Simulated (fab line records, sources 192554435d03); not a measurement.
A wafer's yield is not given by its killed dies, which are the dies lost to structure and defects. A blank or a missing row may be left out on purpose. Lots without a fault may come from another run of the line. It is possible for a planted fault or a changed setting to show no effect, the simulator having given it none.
Chamber matching    flow n5_finfet    N5_STI_FIN_REVEAL_ALD_14 on ald_sin-04 has 4 sister chambers
The step deposits Si3N4, target thk 3 nm. 8 wafers are shown with their chamber, then 11 later ones without.

WAFERS WITH THEIR CHAMBER
wafer   chamber  heater_power_w (W)  heater_power_outer_w (W)
L082.4  3        977                 574
L086.1  1        723                 413
L086.4  0        822                 479
L086.5  1        724                 403
L087.3  2        986                 567
L087.4  3        965                 582
L087.6  2        983                 582
L088.1  0        827                 466

WAFERS WHOSE CHAMBER IS MISSING
wafer   heater_power_w (W)  heater_power_outer_w (W)
L088.2  713                 409
L088.6  792                 462
L091.1  820                 472
L091.4  991                 591
L091.6  705                 419
L094.1  992                 568
L094.4  724                 405
L094.6  719                 413
L097.1  985                 585
L097.4  951                 590
L097.6  836                 469

WHICH CHAMBER EACH WENT THROUGH
wafer    from the rows above       in truth
L088.2   1                         1
L088.6   0                         0
L091.1   0                         0
L091.4   2                         2
L091.6   1                         1
L094.1   2                         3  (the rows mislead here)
L094.4   1                         1
L094.6   1                         1
L097.1   can't be placed: 2 or 3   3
L097.4   3                         3
L097.6   0                         0
9 of 11 placed correctly. Cannot be placed on the basis of these rows: 1; the candidates contain the true chamber in 1. 1 placed wrongly.
How it was worked out, from the rows above alone: a wafer's distance from a chamber is the root of the sum, over the readings, of the square of ((its reading less the chamber's mean) divided by the reading's scatter). The wafer belongs to the nearest chamber; if the next one is less than 2 further off, it can't be placed. The mean given for a chamber averages the wafers shown for that chamber. The scatter: take each reading less its chamber's mean, square it, sum over the shown wafers, divide by the number of wafers less the number of chambers, and take the root.
